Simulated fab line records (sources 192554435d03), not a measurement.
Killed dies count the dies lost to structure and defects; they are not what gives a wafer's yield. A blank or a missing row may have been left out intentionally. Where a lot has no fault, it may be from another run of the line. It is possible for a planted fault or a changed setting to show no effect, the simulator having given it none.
fab line records    flow n5Finfet
record lots=7  wafers=21
route steps=1938 shown BEOL_M10@1512 BEOL_M13@1705 BEOL_M15@1773 MIM_BOT_ETCH@1867
startH: hours from the record's opening day to when the first of the lot's shown wafers began    waitH: hours elapsed since this lot's preceding step    " as in the row above    L1.1+2: a row that stands for several wafers    - no value, or no start was given    * or withheld: withheld    < > ~ a bound
route shown NAME@n: a module of which the file shows steps, and the number in the route of the first    usual: mean/standard deviation taken from wafers without a fault    same: alike in all rows    chamber/n: place in a boat    sites: each site's reading    _std_site: standard deviation of those values    _edge_site: inner sites' mean taken away from outer sites' mean    radiusMm: how far each site lies from the wafer's centre    mask NAME#n: copy n    behind: the tool/chamber that last shaped the wafer    hold: why the lot was held/for how many hours/how that ended    device: transistor that didn't switch, given as n, p or np    end of line: the route-end tests of the same wafers    for a step that has no rows: nothing shown but its recipe    killed: dies that structure and defects cost at the first sort, which is not the same as the wafer's yield    map: a wafer's dies, marking killed ones x, the rest . and places with no die _
set.NAME: setting as actually run; set.NAME@STEP: the setting as run at that earlier step    model.NAME: the simulator's own value behind a step, which no gauge read
lots run with intentionally changed settings; tables by step, rows by wafer
## steps
# step N5_BEOL_M10_TRENCH_ETCH_37
# recipe chemistry=C4F6/O2  targetDepthA=1488.3  target=SiCOH_lowk  timeS=48  ionEnergyEv=250  pressureMtorr=30  sourceW=345  biasW=185  Ar_flow_sccm=300  C4F6_flow_sccm=10  O2_flow_sccm=10
lot.wafer  tool        chamber  startH  waitH  set.sourceW  model.etch.depthNm  model.BEOL_M10.featureDepthNm
L074.3     rieDiel-03  0        -       -      345          149.3               149.2
L074.4     "           1        "       "      345          152.6               152.6
L074.6     "           3        "       "      345          148.5               148.6
L078.1     rieDiel-06  0        -       -      345          150                 150
L078.2     "           3        "       "      345          152.9               152.8
L078.4     "           2        "       "      345          153.4               153.4
L083.4     rieDiel-06  1        -       -      345          151.3               151.4
L083.5     "           0        "       "      345          150.5               150.4
L083.6     "           1        "       "      345          152.3               152.4
L089.2     rieDiel-06  1        -       -      345          150                 150
L089.3     "           2        "       "      284.4        141.7               141.8
L089.4     "           3        "       "      284.4        140.9               141
L087.2     rieDiel-03  0        -       -      345          148.9               149
L087.3     "           1        "       "      345          151.2               151.2
L087.6     "           0        "       "      345          149.6               149.6
L091.2     rieDiel-06  1        -       -      345          149                 149
L091.3     "           0        "       "      345          147.2               147.2
L091.4     "           3        "       "      363.2        153.3               153.2
L096.1     rieDiel-06  1        -       -      345          150.1               150
L096.4     "           2        "       "      345          150.4               150.4
L096.6     "           2        "       "      393.6        157.9               158
# step N5_BEOL_M10_ETCH_41
# recipe chemistry=CH3F/O2  target=SiCN  targetDepthA=426  taperDeg=2  timeS=86  ionEnergyEv=120  maskMaterial=TiN  pressureMtorr=30  sourceW=395  biasW=75  Ar_flow_sccm=150  CH3F_flow_sccm=30  O2_flow_sccm=20
# step N5_BEOL_M10_STRIP_77
# recipe chemistry=N2/H2  timeS=10  powerW=450  tempC=40  pressureMtorr=20  rfFrequencyHz=6e+07  biasPowerW=7  n2FlowSccm=200  h2FlowSccm=200
# step N5_BEOL_M10_OCD_MEAS_38
# usual trenchDepthNm=149.5/2.5
lot.wafer  tool    chamber  startH  waitH  set.sourceW@BEOL_M10_TRENCH_ETCH_37  trenchDepthNm
L074.3     ocd-01  -        258.44  -      345                                  149.5
L074.4     "       -        "       "      345                                  152.8
L074.6     "       -        "       "      345                                  148.2
L078.1     ocd-02  -        299.30  -      345                                  150.4
L078.2     "       -        "       "      345                                  153.8
L078.4     "       -        "       "      345                                  153.7
L083.4     ocd-01  -        310.02  -      345                                  151.8
L083.5     "       -        "       "      345                                  150.8
L083.6     "       -        "       "      345                                  152.3
L089.2     ocd-01  -        331.16  -      345                                  149.8
L089.3     "       -        "       "      284.4                                141.6
L089.4     "       -        "       "      284.4                                140.8
L087.2     ocd-01  -        332.90  -      345                                  148.3
L087.3     "       -        "       "      345                                  151.6
L087.6     "       -        "       "      345                                  149.1
L091.2     ocd-01  -        347.97  -      345                                  148.9
L091.3     "       -        "       "      345                                  146.9
L091.4     "       -        "       "      363.2                                153.0
L096.1     ocd-02  -        382.00  -      345                                  150.7
L096.4     "       -        "       "      345                                  151.1
L096.6     "       -        "       "      393.6                                157.3
# step N5_BEOL_M10_HM_STRIP_39
# recipe chemistry=peroxideTinStrip  material=TiN  targetDepthA=250  tempC=50  timeS=158
# step N5_BEOL_M10_SRD_40
# recipe timeS=30  tempC=23  rinseLiquid=diw  dry=ipaMarangoni
# step N5_BEOL_M10_ECD_50
# recipe material=Cu  targetThkA=3180
# step N5_BEOL_M10_ANNEAL_51
# recipe tempC=225  timeS=90  ambient=N2
# step N5_BEOL_M10_CMP_52
# recipe stopOn=SiCOH_lowk  tOverpolishS=7  downForcePsi=1  platenRpm=50  clearingPlatenDownForcePsi=1.5  clearingPlatenRpm=50  postCmpClean=cuAlkaline  targetThkNm=140  clearingPlatenPadVelocityMS=0.99484  padVelocityMS=0.99484
lot.wafer  tool    chamber  startH  waitH  set.sourceW@BEOL_M10_TRENCH_ETCH_37  model.Cu_of_BEOL_M10_ECD_50.thkNm
L074.4     cmp-02  2        261.91  0.2    345                                  143.6
L074.3     "       3        "       "      345                                  140.4
L074.6     "       0        "       "      345                                  139.6
L078.4     cmp-02  0        301.66  0.1    345                                  143.8
L078.1     "       1        "       "      345                                  140
L078.2     "       3        "       "      345                                  142.6
L083.4     cmp-02  0        312.55  0.2    345                                  141.6
L083.5     "       3        "       "      345                                  141
L083.6     "       0        "       "      345                                  143.2
L089.4     cmp-02  2        333.78  0.1    284.4                                133
L089.3     "       3        "       "      284.4                                131.8
L089.2     "       0        "       "      345                                  141.8
L087.3     cmp-04  3        335.91  0.2    345                                  143.2
L087.2     "       0        "       "      345                                  139.6
L087.6     "       1        "       "      345                                  140.6
L091.3     cmp-01  0        350.88  0.2    345                                  138.2
L091.2     "       1        "       "      345                                  140.8
L091.4     "       3        "       "      363.2                                144
L096.1     cmp-02  0        384.50  0.3    345                                  140.4
L096.4     "       1        "       "      345                                  141
L096.6     "       0        "       "      393.6                                148.8
# step N5_BEOL_M10_THK_MEAS_53
# recipe thkMeasGauge=xrf  reads=Cu_of_BEOL_M10_ECD_50
# usual M10_THK=138.8/2.6
lot.wafer  tool          chamber  startH  waitH  set.sourceW@BEOL_M10_TRENCH_ETCH_37  M10_THK[nm]
L074.3     filmMetro-01  -        262.14  -      345                                  138.8
L074.4     "             -        "       "      345                                  141.5
L074.6     "             -        "       "      345                                  137.1
L078.1     filmMetro-01  -        301.96  -      345                                  137.7
L078.2     "             -        "       "      345                                  139.6
L078.4     "             -        "       "      345                                  141.1
L083.4     filmMetro-01  -        312.81  -      345                                  140.7
L083.5     "             -        "       "      345                                  139.4
L083.6     "             -        "       "      345                                  141.6
L089.2     filmMetro-02  -        334.07  -      345                                  142.2
L089.3     "             -        "       "      284.4                                132.1
L089.4     "             -        "       "      284.4                                133.1
L087.2     filmMetro-01  -        336.13  -      345                                  136.8
L087.3     "             -        "       "      345                                  139.9
L087.6     "             -        "       "      345                                  137.0
L091.2     filmMetro-01  -        351.17  -      345                                  139.2
L091.3     "             -        "       "      345                                  135.9
L091.4     "             -        "       "      363.2                                141.2
L096.1     filmMetro-02  -        384.76  -      345                                  139.5
L096.4     "             -        "       "      345                                  140.7
L096.6     "             -        "       "      393.6                                148.1
# step N5_BEOL_M10_PRE_CLEAN_55
# recipe gas=NH3  timeS=15  tempC=withheld  rfPowerW=300
# step N5_BEOL_M10_DEP_56
# recipe material=SiCN  targetThkA=150  tempC=withheld  precursor=3MS/NH3  pressureTorr=3  rfW=202  timeS=26.5
# step N5_BEOL_M10_RS_MEAS_57
# recipe thkMeasGauge=four-point-probe  reads=Cu_of_BEOL_M10_ECD_50+Co_of_BEOL_M10_CVD_75+TaN_of_BEOL_M10_ALD_74
# usual M10_RS=0.150/0.0031
lot.wafer  tool          chamber  startH  waitH  set.sourceW@BEOL_M10_TRENCH_ETCH_37  M10_RS[ohm/sq]
L074.3     filmMetro-02  -        262.27  0.1    345                                  0.150
L074.4     "             -        "       "      345                                  0.146
L074.6     "             -        "       "      345                                  0.151
L078.1     filmMetro-01  -        302.09  0.1    345                                  0.151
L078.2     "             -        "       "      345                                  0.148
L078.4     "             -        "       "      345                                  0.146
L083.4     filmMetro-02  -        312.95  0.0    345                                  0.149
L083.5     "             -        "       "      345                                  0.149
L083.6     "             -        "       "      345                                  0.147
L089.2     filmMetro-01  -        334.21  0.1    345                                  0.149
L089.3     "             -        "       "      284.4                                0.161
L089.4     "             -        "       "      284.4                                0.159
L087.2     filmMetro-02  -        336.26  0.1    345                                  0.151
L087.3     "             -        "       "      345                                  0.147
L087.6     "             -        "       "      345                                  0.150
L091.2     filmMetro-01  -        351.31  0.1    345                                  0.150
L091.3     "             -        "       "      345                                  0.153
L091.4     "             -        "       "      363.2                                0.146
L096.1     filmMetro-02  -        384.89  0.1    345                                  0.150
L096.4     "             -        "       "      345                                  0.150
L096.6     "             -        "       "      393.6                                0.141
# step N5_BEOL_M13_SPUTTER_43
# recipe material=TaN  targetThkA=150  tempC=50  biasV=168.6  powerW=15000  chamberPressurePa=0.12  timeS=24.19
lot.wafer   tool           chamber  startH  waitH  set.powerW  model.TaN_of_BEOL_M13_SPUTTER_43.thkNm
L074.3      pvdSputter-02  -        282.05  0.0    14080       14.2
L074.4      "              -        "       "      15000       15
L074.6      "              -        "       "      14080       14
L078.1      pvdSputter-01  -        323.15  0.0    16930       16.4
L078.2+4    "              -        "       "      15000       14.8
L083.4      pvdSputter-01  -        332.77  0.0    15000       15.2
L083.5      "              -        "       "      17050       17.4
L083.6      "              -        "       "      17050       17
L089.2+3    pvdSputter-03  -        356.36  0.0    15000       14.8
L089.4      "              -        "       "      15000       15
L087.2+3+6  pvdSputter-03  -        358.96  0.0    15000       15
L091.2+3    pvdSputter-01  -        373.01  0.0    15000       15
L091.4      "              -        "       "      15000       15.2
L096.1+4    pvdSputter-03  -        402.50  0.0    17540       17.2
L096.6      "              -        "       "      15000       14.6
# step N5_BEOL_M13_SPUTTER_44
# recipe material=Ta  targetThkA=100  tempC=50  biasV=80  powerW=15000  chamberPressurePa=0.07  timeS=16.13
lot.wafer   tool           chamber  startH  waitH  set.timeS  model.Ta_of_BEOL_M13_SPUTTER_44.thkNm
L074.3      pvdSputter-02  -        282.13  0.0    16.13      9.8
L074.4      "              -        "       "      16.13      10
L074.6      "              -        "       "      14.72      9.2
L078.1      pvdSputter-01  -        323.23  0.0    16.13      10.2
L078.2      "              -        "       "      17.96      11.2
L078.4      "              -        "       "      16.13      10
L083.4      pvdSputter-01  -        332.85  0.0    16.81      10.2
L083.5      "              -        "       "      16.13      10
L083.6      "              -        "       "      16.13      9.8
L089.2+4    pvdSputter-03  -        356.44  0.0    14.78      9
L089.3      "              -        "       "      14.78      8.8
L087.2+3+6  pvdSputter-03  -        359.04  0.0    16.13      10
L091.2+3    pvdSputter-01  -        373.09  0.0    16.13      10
L091.4      "              -        "       "      16.13      10.2
L096.1      pvdSputter-03  -        402.58  0.0    16.13      9.8
L096.4+6    "              -        "       "      16.13      10
# step N5_BEOL_M15_ILD_DEP_00
# recipe material=SiO2  targetThkA=16293  tempC=400  precursor=TEOS/O2  pressureTorr=6.5  rfW=900  teosFlowSccm=161.4  gas=O2  flowSccm=2650  timeS=346.1
lot.wafer  tool      chamber  startH  waitH  set.timeS  model.SiO2_of_BEOL_M15_ILD_DEP_00.thkNm
L074.3     pecvd-04  1        290.66  0.0    346.1      1636
L074.4     "         0        "       "      346.1      1655
L074.6     "         2        "       "      346.1      1669
L078.1     pecvd-02  1        328.27  0.0    378        1774
L078.2     "         2        "       "      378        1780
L078.4     "         2        "       "      346.1      1640
L083.4     pecvd-04  0        342.06  0.1    346.1      1660
L083.5     "         2        "       "      346.1      1662
L083.6     "         1        "       "      322.5      1532
L089.2     pecvd-01  1        364.38  0.0    346.1      1585
L089.3     "         2        "       "      346.1      1608
L089.4     "         2        "       "      346.1      1640
L087.2     pecvd-01  2        367.80  0.0    346.1      1608
L087.3     "         0        "       "      346.1      1640
L087.6     "         0        "       "      346.1      1646
L091.2     pecvd-01  0        384.72  0.0    346.1      1635
L091.3     "         2        "       "      346.1      1614
L091.4     "         2        "       "      346.1      1663
L096.1     pecvd-01  0        411.40  0.0    346.1      1610
L096.4     "         1        "       "      309.3      1439
L096.6     "         2        "       "      346.1      1646
# step N5_BEOL_M15_THK_MEAS_01
# recipe reads=SiO2_of_BEOL_M15_ILD_DEP_00
# usual M15_ILD_THK=1635/23
lot.wafer  tool          chamber  startH  waitH  set.timeS@BEOL_M15_ILD_DEP_00  M15_ILD_THK[nm]
L074.3     filmMetro-01  -        290.91  0.1    346.1                          1636
L074.4     "             -        "       "      346.1                          1657
L074.6     "             -        "       "      346.1                          1670
L078.1     filmMetro-02  -        328.52  0.1    378                            1774
L078.2     "             -        "       "      378                            1780
L078.4     "             -        "       "      346.1                          1639
L083.4     filmMetro-01  -        342.20  0.0    346.1                          1661
L083.5     "             -        "       "      346.1                          1661
L083.6     "             -        "       "      322.5                          1531
L089.2     filmMetro-02  -        364.63  0.1    346.1                          1584
L089.3     "             -        "       "      346.1                          1608
L089.4     "             -        "       "      346.1                          1640
L087.2     filmMetro-02  -        368.05  0.1    346.1                          1609
L087.3     "             -        "       "      346.1                          1641
L087.6     "             -        "       "      346.1                          1647
L091.2     filmMetro-01  -        384.97  0.1    346.1                          1635
L091.3     "             -        "       "      346.1                          1613
L091.4     "             -        "       "      346.1                          1662
L096.1     filmMetro-02  -        411.65  0.1    346.1                          1610
L096.4     "             -        "       "      309.3                          1439
L096.6     "             -        "       "      346.1                          1646
# step N5_BEOL_M15_COAT_58
# recipe resist=BARC  tempC=205  timeS=60  spinRpm=1500  resistThkNm=89
# step N5_BEOL_M15_COAT_04
# recipe spinRpm=1704  resistThkNm=800
# step N5_BEOL_M15_DESCUM_15
# recipe chemistry=O2  timeS=7.9  sourcePowerW=50  biasPowerW=20  pressureMtorr=20  rfFrequencyHz=2.712e+07  tempC=40  o2FlowSccm=225
# step N5_BEOL_M15_ETCH_59
# recipe chemistry=N2/H2  target=BARC  targetDepthA=890  overetchA=267  timeS=67.9  ionEnergyEv=200  pressureMtorr=30  sourceW=840  biasW=150  n2FlowSccm=200  h2FlowSccm=200
# step N5_BEOL_M15_VIA_ETCH_16
# recipe chemistry=C4F8/O2/Ar  target=SiO2  heInnerTorr=15  heOuterTorr=30  targetDepthA=17922  timeS=withheld  ionEnergyEv=800  pressureMtorr=20  sourceW=1905  biasW=2040  Ar_flow_sccm=400  C4F8_flow_sccm=16  O2_flow_sccm=12  ends=cleared
lot.wafer  tool        chamber  startH  waitH  set.timeS@BEOL_M15_ILD_DEP_00  model.etch.depthNm
L074.3     rieDiel-05  3        291.52  0.0    *                              1636
L074.4     "           1        "       "      *                              1655
L074.6     "           0        "       "      *                              1669
L078.1     rieDiel-04  0        329.24  0.0    *                              1774
L078.2     "           1        "       "      *                              1780
L078.4     "           3        "       "      *                              1640
L083.4     rieDiel-02  3        342.86  0.0    *                              1660
L083.5     "           1        "       "      *                              1662
L083.6     "           2        "       "      *                              1532
L089.2     rieDiel-02  3        365.23  0.0    *                              1585
L089.3     "           2        "       "      *                              1608
L089.4     "           1        "       "      *                              1640
L087.2     rieDiel-02  1        368.52  0.0    *                              1608
L087.3     "           0        "       "      *                              1640
L087.6     "           0        "       "      *                              1646
L091.2     rieDiel-04  1        385.50  0.0    *                              1635
L091.3     "           0        "       "      *                              1614
L091.4     "           3        "       "      *                              1663
L096.1     rieDiel-02  3        412.25  0.0    *                              1610
L096.4     "           1        "       "      *                              1439
L096.6     "           0        "       "      *                              1646
# step N5_BEOL_M15_PEB_26
# recipe pebTempC=130  pebTimeS=90
lot.wafer   tool           chamber  startH  waitH  set.pebTempC
L074.3+4    lithoTrack-01  0        292.97  0.0    127.2
L074.6      "              0        "       "      130
L078.1      lithoTrack-05  0        330.45  0.1    132.7
L078.2+4    "              0        "       "      130
L083.4+6    lithoTrack-01  0        344.05  0.0    131.5
L083.5      "              0        "       "      130
L089.2      lithoTrack-05  0        366.53  0.0    130
L089.3+4    "              0        "       "      127.4
L087.2+3+6  lithoTrack-01  0        369.69  0.0    130
L091.2+4    lithoTrack-05  0        386.84  0.0    128.4
L091.3      "              0        "       "      130
L096.1+6    lithoTrack-03  0        413.54  0.1    130
L096.4      "              0        "       "      128
# step N5_BEOL_M15_DEVELOP_27
# recipe developTimeS=45  rinseLiquid=diw  dry=airSpin  devTempC=21
# step N5_BEOL_M15_HARDBAKE_32
# recipe tempC=130  timeS=120
# step N5_BEOL_M15_CD_MEAS_28
# recipe targetCdNm=407.6  landingEnergyEv=500  detector=seInlens
# usual cdNm=406.4/1.8
lot.wafer  tool      chamber  startH  waitH  set.pebTempC@BEOL_M15_PEB_26  cdNm
L074.3     cdSem-03  0        293.08  -      127.2                         392.8
L074.4     "         0        "       "      127.2                         390.5
L074.6     "         0        "       "      130                           407.2
L078.1     cdSem-03  0        330.56  -      132.7                         416.9
L078.2     "         0        "       "      130                           405.7
L078.4     "         0        "       "      130                           406.3
L083.4     cdSem-02  0        344.17  -      131.5                         411.9
L083.5     "         0        "       "      130                           408.4
L083.6     "         0        "       "      131.5                         412.9
L089.2     cdSem-03  0        366.64  -      130                           403.3
L089.3     "         0        "       "      127.4                         391.9
L089.4     "         0        "       "      127.4                         391.9
L087.2     cdSem-01  0        369.81  -      130                           403.7
L087.3     "         0        "       "      130                           408.0
L087.6     "         0        "       "      130                           405.6
L091.2     cdSem-02  0        386.96  -      128.4                         398.5
L091.3     "         0        "       "      130                           404.2
L091.4     "         0        "       "      128.4                         396.5
L096.1     cdSem-03  0        413.66  -      130                           406.4
L096.4     "         0        "       "      128                           397.3
L096.6     "         0        "       "      130                           405.5
# step N5_BEOL_M15_DESCUM_33
# recipe chemistry=O2  timeS=7.9  sourcePowerW=50  biasPowerW=20  pressureMtorr=20  rfFrequencyHz=2.712e+07  tempC=40  o2FlowSccm=225
lot.wafer  tool        chamber  startH  waitH  set.pebTempC@BEOL_M15_PEB_26  model.BEOL_M15.cdNm
L074.3     rieDiel-05  3        293.17  0.0    127.2                         392.8
L074.4     "           2        "       "      127.2                         390.6
L074.6     "           1        "       "      130                           407.2
L078.1     rieDiel-02  2        331.00  0.4    132.7                         417
L078.2     "           3        "       "      130                           405.8
L078.4     "           1        "       "      130                           406.4
L083.4     rieDiel-04  0        344.95  0.7    131.5                         411.6
L083.5     "           0        "       "      130                           408.4
L083.6     "           1        "       "      131.5                         413.2
L089.2     rieDiel-04  2        366.81  0.1    130                           403.4
L089.3     "           3        "       "      127.4                         391.8
L089.4     "           1        "       "      127.4                         392.2
L087.2     rieDiel-04  2        370.39  0.5    130                           403.8
L087.3     "           1        "       "      130                           408
L087.6     "           1        "       "      130                           405.4
L091.2     rieDiel-05  1        387.04  0.0    128.4                         398.6
L091.3     "           2        "       "      130                           404.2
L091.4     "           0        "       "      128.4                         396.6
L096.1     rieDiel-05  1        413.75  0.0    130                           406.6
L096.4     "           3        "       "      128                           397.4
L096.6     "           1        "       "      130                           405.6
# step N5_BEOL_M15_ETCH_61
# recipe chemistry=N2/H2  target=BARC  targetDepthA=890  overetchA=267  timeS=67.9  ionEnergyEv=200  pressureMtorr=30  sourceW=840  biasW=150  n2FlowSccm=200  h2FlowSccm=200
lot.wafer  tool        chamber  startH  waitH  set.pebTempC@BEOL_M15_PEB_26  model.BEOL_M15.cdNm
L074.3     rieDiel-05  3        293.20  0.0    127.2                         385.8
L074.4     "           2        "       "      127.2                         384.8
L074.6     "           1        "       "      130                           401.2
L078.1     rieDiel-02  2        331.04  0.0    132.7                         410.2
L078.2     "           3        "       "      130                           397
L078.4     "           1        "       "      130                           399.4
L083.4     rieDiel-04  0        344.98  0.0    131.5                         405.4
L083.5     "           0        "       "      130                           401.6
L083.6     "           1        "       "      131.5                         407
L089.2     rieDiel-04  2        366.84  0.0    130                           395.4
L089.3     "           3        "       "      127.4                         383.8
L089.4     "           1        "       "      127.4                         385.2
L087.2     rieDiel-04  2        370.43  0.0    130                           395.2
L087.3     "           1        "       "      130                           400.2
L087.6     "           1        "       "      130                           397.6
L091.2     rieDiel-05  1        387.08  0.0    128.4                         391.8
L091.3     "           2        "       "      130                           399.2
L091.4     "           0        "       "      128.4                         389.4
L096.1     rieDiel-05  1        413.78  0.0    130                           400
L096.4     "           3        "       "      128                           390.6
L096.6     "           1        "       "      130                           399.2
# step N5_BEOL_M15_TRENCH_ETCH_34
# recipe chemistry=C4F8/O2/Ar  target=SiO2  targetDepthA=8729.3  heInnerTorr=15  heOuterTorr=30  timeS=199  ionEnergyEv=800  pressureMtorr=20  sourceW=1905  biasW=2040  Ar_flow_sccm=400  C4F8_flow_sccm=16  O2_flow_sccm=12
lot.wafer  tool        chamber  startH  waitH  set.pebTempC@BEOL_M15_PEB_26  model.BEOL_M15.cdNm
L074.3     rieDiel-05  3        293.26  0.0    127.2                         385
L074.4     "           2        "       "      127.2                         384
L074.6     "           1        "       "      130                           401.4
L078.1     rieDiel-02  2        331.09  0.0    132.7                         410.6
L078.2     "           3        "       "      130                           397.2
L078.4     "           1        "       "      130                           399.8
L083.4     rieDiel-04  0        345.04  0.0    131.5                         404.4
L083.5     "           0        "       "      130                           401.2
L083.6     "           1        "       "      131.5                         406.6
L089.2     rieDiel-04  2        366.89  0.0    130                           395.6
L089.3     "           3        "       "      127.4                         384
L089.4     "           1        "       "      127.4                         384.6
L087.2     rieDiel-04  2        370.48  0.0    130                           395.6
L087.3     "           1        "       "      130                           399.4
L087.6     "           1        "       "      130                           397
L091.2     rieDiel-05  1        387.13  0.0    128.4                         392
L091.3     "           2        "       "      130                           399
L091.4     "           0        "       "      128.4                         389.6
L096.1     rieDiel-05  1        413.83  0.0    130                           401
L096.4     "           3        "       "      128                           390.6
L096.6     "           1        "       "      130                           399.8
# step N5_MIM_BOT_ETCH_ETCH_03
# recipe chemistry=Cl2/BCl3  targetDepthA=120  pressureMtorr=8  icpW=800  biasW=100  Cl2_flow_sccm=20  bcl3FlowSccm=80
lot.wafer  tool         chamber  startH  waitH  set.biasW  model.etch.depthNm
L074.3     rieMetal-03  0        306.78  0.1    100        12.18
L074.4     "            1        "       "      100        12.2
L074.6     "            0        "       "      100        12.09
L078.1     rieMetal-02  0        345.97  0.1    100        12.15
L078.2     "            1        "       "      100        12.04
L078.4     "            1        "       "      100        12.03
L083.4     rieMetal-02  0        352.95  0.1    87.54      11.52
L083.5     "            1        "       "      100        11.95
L083.6     "            0        "       "      100        12.13
L089.2     rieMetal-03  1        377.99  0.1    100        12.27
L089.3     "            1        "       "      107.1      12.49
L089.4     "            0        "       "      100        12.18
L087.2     rieMetal-03  0        383.85  0.1    100        12.05
L087.3     "            1        "       "      100        12.2
L087.6     "            0        "       "      100        12.11
L091.2     rieMetal-01  1        400.55  0.1    100        12.04
L091.3     "            0        "       "      100        11.95
L091.4     "            1        "       "      100        12.1
L096.1     rieMetal-01  0        424.73  0.1    100        12.13
L096.4     "            1        "       "      100        12.2
L096.6     "            1        "       "      90.04      11.69
## key
split step=N5_BEOL_M10_TRENCH_ETCH_37  setting=sourceW  stated=345  by=wafer
response step=N5_BEOL_M10_TRENCH_ETCH_37  reading=model.etch.depthNm  change=+0.538  per=1%  r=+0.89
response step=N5_BEOL_M10_TRENCH_ETCH_37  reading=model.BEOL_M10.featureDepthNm  change=+0.538  per=1%  r=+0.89
response step=N5_BEOL_M10_OCD_MEAS_38  reading=trenchDepthNm  change=+0.501  per=1%  r=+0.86
response step=N5_BEOL_M10_CMP_52  reading=model.Cu_of_BEOL_M10_ECD_50.thkNm  change=+0.566  per=1%  r=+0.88
response step=N5_BEOL_M10_THK_MEAS_53  reading=M10_THK  change=+0.562  per=1%  r=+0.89
response step=N5_BEOL_M10_RS_MEAS_57  reading=M10_RS  change=-0.000671  per=1%  r=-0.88
split step=N5_BEOL_M13_SPUTTER_43  setting=powerW  stated=15000  by=wafer
response step=N5_BEOL_M13_SPUTTER_43  reading=model.TaN_of_BEOL_M13_SPUTTER_43.thkNm  change=+0.144  per=1%  r=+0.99
split step=N5_BEOL_M13_SPUTTER_44  setting=timeS  stated=16.13  by=wafer
response step=N5_BEOL_M13_SPUTTER_44  reading=model.Ta_of_BEOL_M13_SPUTTER_44.thkNm  change=+0.0891  per=1%  r=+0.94
split step=N5_BEOL_M15_ILD_DEP_00  setting=timeS  stated=346.1  by=wafer
response step=N5_BEOL_M15_ILD_DEP_00  reading=model.SiO2_of_BEOL_M15_ILD_DEP_00.thkNm  change=+17  per=1%  r=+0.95
response step=N5_BEOL_M15_THK_MEAS_01  reading=M15_ILD_THK  change=+17  per=1%  r=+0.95
response step=N5_BEOL_M15_VIA_ETCH_16  reading=model.etch.depthNm  change=+17  per=1%  r=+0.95
split step=N5_BEOL_M15_PEB_26  setting=pebTempC  stated=130  by=wafer
response step=N5_BEOL_M15_CD_MEAS_28  reading=cdNm  change=+5.78  per=1%  r=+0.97
response step=N5_BEOL_M15_DESCUM_33  reading=model.BEOL_M15.cdNm  change=+5.78  per=1%  r=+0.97
response step=N5_BEOL_M15_ETCH_61  reading=model.BEOL_M15.cdNm  change=+6.09  per=1%  r=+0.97
response step=N5_BEOL_M15_TRENCH_ETCH_34  reading=model.BEOL_M15.cdNm  change=+6.29  per=1%  r=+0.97
split step=N5_MIM_BOT_ETCH_ETCH_03  setting=biasW  stated=100  by=wafer
response step=N5_MIM_BOT_ETCH_ETCH_03  reading=model.etch.depthNm  change=+0.0432  per=1%  r=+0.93
